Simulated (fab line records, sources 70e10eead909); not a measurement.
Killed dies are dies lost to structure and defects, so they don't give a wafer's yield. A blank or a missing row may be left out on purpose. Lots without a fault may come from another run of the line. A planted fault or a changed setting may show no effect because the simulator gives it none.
Which tool did it? | flow nand_harc | 24 lots, 72 wafers sampled, at 4 steps of a route of 1302

WHAT THE GAUGES READ, wafer by wafer
NHARC_A_STAIRCASE_INSPECT_155.
lot  | measured     | on                | raw_defect_count
L074 | day 18 22:46 | defect_inspect-01 | 316 581 376
L076 | day 19 12:26 | defect_inspect-01 | 626 353 393
L075 | day 19 12:34 | defect_inspect-01 | 382 403 484
L077 | day 20 06:17 | defect_inspect-01 | 515 401 615
L078 | day 20 18:10 | defect_inspect-02 | 348 347 269
L079 | day 20 16:55 | defect_inspect-01 | 407 429 450
L081 | day 22 04:46 | defect_inspect-01 | 380 461 402
L080 | day 22 15:37 | defect_inspect-02 | 551 322 348
L082 | day 22 23:50 | defect_inspect-02 | 483 455 411
L083 | day 22 23:31 | defect_inspect-01 | 418 664 363
L084 | day 23 12:53 | defect_inspect-01 | 300 241 288
L085 | day 23 12:41 | defect_inspect-01 | 321 571 431
L086 | day 24 00:56 | defect_inspect-01 | 316 309 417
L088 | day 24 23:35 | defect_inspect-02 | 398 350 299
L087 | day 25 09:38 | defect_inspect-01 | 258 390 277
L090 | day 25 08:41 | defect_inspect-01 | 324 556 434
L089 | day 25 17:32 | defect_inspect-01 | 484 586 455
L091 | day 26 05:17 | defect_inspect-01 | 259 267 269
L092 | day 26 04:53 | defect_inspect-01 | 435 328 393
L093 | day 26 21:34 | defect_inspect-02 | 540 689 506
L094 | day 27 12:20 | defect_inspect-02 | 416 401 400
L095 | day 27 11:15 | defect_inspect-02 | 532 618 600
L097 | day 28 07:47 | defect_inspect-01 | 252 246 341
L096 | day 28 07:46 | defect_inspect-02 | 505 431 406

WHICH TOOL RAN EACH LOT (tool, then ch and the chambers of the sampled wafers, then the start)
lot  | NHARC_A_STAIRCASE_DEP_417       | NHARC_A_STAIRCASE_DEP_151       | NHARC_A_STAIRCASE_STRIP_446
L074 | pecvd-04 ch 0,1,2, day 17 03:01 | pecvd-04 ch 1,2, day 17 13:58   | plasma_asher-01 ch 0,1, day 18 20:10
L076 | pecvd-03 ch 0,1,2, day 17 11:47 | pecvd-04 ch 0,1,2, day 18 02:21 | plasma_asher-01 ch 0,1, day 19 09:44
L075 | pecvd-02 ch 0,1,2, day 17 13:13 | pecvd-03 ch 1,2, day 18 02:32   | plasma_asher-02 ch 0,1, day 19 09:52
L077 | pecvd-04 ch 0,1, day 18 08:55   | pecvd-02 ch 0,1,2, day 18 20:44 | plasma_asher-01 ch 0,1, day 20 03:43
L078 | pecvd-03 ch 0,1, day 18 23:06   | pecvd-03 ch 1,2, day 19 09:51   | plasma_asher-01 ch 0,1, day 20 14:33
L079 | pecvd-04 ch 0,1,2, day 19 00:24 | pecvd-02 ch 1,2, day 19 10:02   | plasma_asher-02 ch 0,1, day 20 14:20
L081 | pecvd-02 ch 1,2, day 20 03:53   | pecvd-03 ch 1,2, day 20 14:46   | plasma_asher-02 ch 0,1, day 22 02:10
L080 | pecvd-03 ch 0,1,2, day 20 12:05 | pecvd-02 ch 0,1,2, day 20 23:04 | plasma_asher-01 ch 0,1, day 22 13:01
L082 | pecvd-03 ch 1,2, day 20 22:27   | pecvd-04 ch 0,2, day 21 10:53   | plasma_asher-02 ch 0,1, day 22 21:07
L083 | pecvd-02 ch 1,2, day 21 00:09   | pecvd-04 ch 0,1, day 21 16:01   | plasma_asher-02 ch 0,1, day 22 20:52
L084 | pecvd-04 ch 0,1,2, day 21 13:24 | pecvd-04 ch 0,2, day 22 00:37   | plasma_asher-01 ch 0,1, day 23 10:18
L085 | pecvd-04 ch 0,1,2, day 21 14:41 | pecvd-03 ch 0,1,2, day 22 00:37 | plasma_asher-01 ch 0,1, day 23 10:01
L086 | pecvd-04 ch 0,2, day 22 03:13   | pecvd-04 ch 0,1,2, day 22 14:38 | plasma_asher-02 ch 0,1, day 23 22:25
L088 | pecvd-02 ch 1,2, day 22 23:49   | pecvd-02 ch 0,2, day 23 10:40   | plasma_asher-01 ch 0,1, day 24 20:54
L087 | pecvd-02 ch 0,1, day 23 13:41   | pecvd-04 ch 0,1,2, day 24 01:46 | plasma_asher-01 ch 0,1, day 25 07:07
L090 | pecvd-04 ch 0,2, day 23 18:18   | pecvd-04 ch 0,2, day 24 05:15   | plasma_asher-01 ch 0,1, day 25 06:08
L089 | pecvd-02 ch 1,2, day 23 20:59   | pecvd-02 ch 0,1, day 24 05:24   | plasma_asher-02 ch 0,1, day 25 14:52
L091 | pecvd-02 ch 0,1,2, day 24 07:33 | pecvd-02 ch 0,2, day 24 18:31   | plasma_asher-02 ch 0,1, day 26 02:35
L092 | pecvd-03 ch 0,1, day 24 10:56   | pecvd-02 ch 0,1, day 24 21:50   | plasma_asher-01 ch 0,1, day 26 01:46
L093 | pecvd-03 ch 0,2, day 24 21:48   | pecvd-02 ch 0,1,2, day 25 10:50 | plasma_asher-01 ch 0,1, day 26 19:00
L094 | pecvd-04 ch 0,1, day 25 14:41   | pecvd-02 ch 1,2, day 26 03:31   | plasma_asher-01 ch 0,1, day 27 09:50
L095 | pecvd-03 ch 0,1, day 25 16:32   | pecvd-04 ch 0,1,2, day 26 03:40 | plasma_asher-01 ch 0,1, day 27 08:40
L097 | pecvd-03 ch 0,1,2, day 26 11:07 | pecvd-03 ch 0,2, day 26 22:05   | plasma_asher-01 ch 0,1, day 28 05:06
L096 | pecvd-04 ch 1,2, day 26 13:22   | pecvd-02 ch 0,1, day 26 22:05   | plasma_asher-02 ch 0,1, day 28 05:14
- NHARC_A_STAIRCASE_DEP_417: deposits Si3N4, target thk 60 nm.
- NHARC_A_STAIRCASE_DEP_151: deposits SiO2, target thk 7200 nm.
- NHARC_A_STAIRCASE_STRIP_446: strips in O2.

WHAT THE TOOLS THEMSELVES READ (means of the sampled wafers that have a number; where no wafer has one, the mark that the record gives instead)
NHARC_A_STAIRCASE_DEP_417.
lot  | tool     | heater_power_w (W)
L074 | pecvd-04 | 705
L076 | pecvd-03 | 636
L075 | pecvd-02 | 672
L077 | pecvd-04 | 728
L078 | pecvd-03 | 742
L079 | pecvd-04 | 759
L081 | pecvd-02 | 699
L080 | pecvd-03 | 664
L082 | pecvd-03 | 603
L083 | pecvd-02 | 712
L084 | pecvd-04 | 664
L085 | pecvd-04 | 706
L086 | pecvd-04 | 732
L088 | pecvd-02 | 717
L087 | pecvd-02 | 630
L090 | pecvd-04 | 756
L089 | pecvd-02 | 702
L091 | pecvd-02 | 618
L092 | pecvd-03 | 755
L093 | pecvd-03 | 600
L094 | pecvd-04 | 655
L095 | pecvd-03 | 722
L097 | pecvd-03 | 658
L096 | pecvd-04 | 798

NHARC_A_STAIRCASE_DEP_151.
lot  | tool     | heater_power_w (W)
L074 | pecvd-04 | 681
L076 | pecvd-04 | 710
L075 | pecvd-03 | 618
L077 | pecvd-02 | 641
L078 | pecvd-03 | 558
L079 | pecvd-02 | 641
L081 | pecvd-03 | 644
L080 | pecvd-02 | 683
L082 | pecvd-04 | 627
L083 | pecvd-04 | 629
L084 | pecvd-04 | 685
L085 | pecvd-03 | 649
L086 | pecvd-04 | 603
L088 | pecvd-02 | 592
L087 | pecvd-04 | 645
L090 | pecvd-04 | 651
L089 | pecvd-02 | 523
L091 | pecvd-02 | 538
L092 | pecvd-02 | 602
L093 | pecvd-02 | 593
L094 | pecvd-02 | 633
L095 | pecvd-04 | 667
L097 | pecvd-03 | 578
L096 | pecvd-02 | 575

NHARC_A_STAIRCASE_STRIP_446.
lot  | tool            | drypump_motor_current_A (A) | heater_power_w (W)
L074 | plasma_asher-01 | 5.7                         | 286
L076 | plasma_asher-01 | 6.0                         | 283
L075 | plasma_asher-02 | 5.5                         | 350
L077 | plasma_asher-01 | 5.9                         | 280
L078 | plasma_asher-01 | 5.9                         | 280
L079 | plasma_asher-02 | 5.2                         | 348
L081 | plasma_asher-02 | 5.5                         | 341
L080 | plasma_asher-01 | 5.7                         | 276
L082 | plasma_asher-02 | 5.2                         | 352
L083 | plasma_asher-02 | 5.5                         | 345
L084 | plasma_asher-01 | 5.7                         | 280
L085 | plasma_asher-01 | 5.9                         | 278
L086 | plasma_asher-02 | 5.5                         | 344
L088 | plasma_asher-01 | 5.7                         | 280
L087 | plasma_asher-01 | 5.9                         | 275
L090 | plasma_asher-01 | 5.7                         | 282
L089 | plasma_asher-02 | 5.2                         | 346
L091 | plasma_asher-02 | 5.2                         | 352
L092 | plasma_asher-01 | 5.7                         | 282
L093 | plasma_asher-01 | 6.0                         | 276
L094 | plasma_asher-01 | 5.7                         | 279
L095 | plasma_asher-01 | 5.9                         | 278
L097 | plasma_asher-01 | 5.7                         | 280
L096 | plasma_asher-02 | 5.2                         | 345

THE ANSWER, worked out from the rows above alone
Rule: what is usual is taken from the lots themselves. Put in order of their means at a reading, lots are off if they are a third of the lots or fewer, leave a main group of 4 or more, and stand apart from it by a gap of 3 or more times the standard deviation of the main group's means; of several such gaps the widest counts. A main group whose means are all the same, to the digits that the tables above print for the reading, isn't used. A lot without any number at a reading at which 4 lots or more have one is off too. The other lots that the step has rows for count as sound. The gauges are gone through in route order, then the tools' own readings, and for those a lot's mean is taken as printed above. The first step at which some lot is off is used, and at that step the reading that is off furthest; a lot without a number counts as furthest.
No lot is off at any reading shown: from this, nothing can be told.

WHAT THE SIMULATOR HAD PUT IN
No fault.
